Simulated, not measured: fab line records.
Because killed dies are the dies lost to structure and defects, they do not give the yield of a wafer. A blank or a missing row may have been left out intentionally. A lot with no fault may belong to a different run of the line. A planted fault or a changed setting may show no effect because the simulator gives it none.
2 desks looking at one fault / flow nand_harc / each desk has only its own numbers; what lay behind them comes last

## FROM THE METROLOGY DESK
Lot by lot, what the gauges showed, no matter which tool ran the lot: averages of those sampled wafers that carry a number. Marked OUT: a lot whose mean sits more than 4 standard deviations from the usual mean, which makes it out of limits; the brackets give that distance.
Columns: A = thk_nm at NHARC_A_SOURCE_PLATE_THK_MEAS_06, usual 199.4 nm; B = thk_nm at NHARC_A_ONON_D1_THK_MEAS_14, usual 1000 nm; C = thk_nm at NHARC_A_ONON_D1_THK_MEAS_30, usual 999 nm
lot=L846; first seen here=day 7 11:42; A=200.0; B=1009; C=996
lot=L847; first seen here=day 8 03:41; A=202.9; B=1010; C=1013
lot=L849; first seen here=day 9 01:29; A=202.3; B=997; C=1001
lot=L850; first seen here=day 9 05:00; A=199.9; B=1002; C=1010
lot=L851; first seen here=day 9 18:04; A=201.7; B=1013; C=1009
lot=L852; first seen here=day 10 03:06; A=199.2; B=1002; C=1017
lot=L853; first seen here=day 10 13:49; A=200.2; B=992; C=996
lot=L855; first seen here=day 11 09:51; A=197.3; B=1000; C=1012
lot=L856; first seen here=day 11 20:42; A=199.2; B=997; C=990
lot=L859; first seen here=day 13 02:40; A=198.2; B=1002; C=331 (-68) OUT
lot=L860; first seen here=day 14 00:01; A=201.2; B=1013; C=321 (-69) OUT
lot=L867; first seen here=day 17 07:55; A=199.8; B=1008; C=999
lot=L868; first seen here=day 17 14:13; A=201.0; B=994; C=1007
lot=L869; first seen here=day 17 14:13; A=199.6; B=1003; C=1003
This desk's verdict: out of limits on L859, L860, starting with L859 at day 13 15:40 (thk_nm at NHARC_A_ONON_D1_THK_MEAS_30). L846, L847, L849, L850, L851, L852, L853, L855, L856, L867, L868, L869 stayed within limits.

## THE DEFECT DESK
What the inspections along the route counted, lot by lot: means of the sampled wafers that have a number. Marked OUT: a lot whose mean sits more than 4 standard deviations from the usual mean, which makes it out of limits; the brackets give that distance.
Columns: A = raw_defect_count at NHARC_A_ZERO_WELL_INSPECT_17, usual 11
lot=L846; first seen here=day 6 18:09; A=14
lot=L847; first seen here=day 7 07:41; A=10
lot=L849; first seen here=day 8 05:38; A=8
lot=L850; first seen here=day 8 08:55; A=8
lot=L851; first seen here=day 8 19:35; A=8
lot=L852; first seen here=day 9 07:36; A=11
lot=L853; first seen here=day 9 14:22; A=5
lot=L855; first seen here=day 10 13:53; A=11
lot=L856; first seen here=day 10 22:10; A=8
lot=L859; first seen here=day 12 06:28; A=13
lot=L860; first seen here=day 13 03:08; A=5
lot=L867; first seen here=day 16 09:53; A=19
lot=L868; first seen here=day 16 18:22; A=15
lot=L869; first seen here=day 16 19:42; A=6
Result from this desk: across the 14 lots, nothing is out of limits.

## PUT TOGETHER
On L859, L860, the metrology desk was in a position to raise an alarm at day 13 15:40.
Nothing out of limits was seen by the defect desk.
The defect desk has L859, L860 on record, within its limits.
Every lot named ran NHARC_A_ONON_D1_DEP_28 on pecvd_onon-02.

## WHAT THE SIMULATOR HAD INSERTED
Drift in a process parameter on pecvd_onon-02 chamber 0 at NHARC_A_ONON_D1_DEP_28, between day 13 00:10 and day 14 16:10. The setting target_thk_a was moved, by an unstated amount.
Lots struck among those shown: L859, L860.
Hours from the fault's start to each desk's first reading out of limits: the metrology desk, 16.
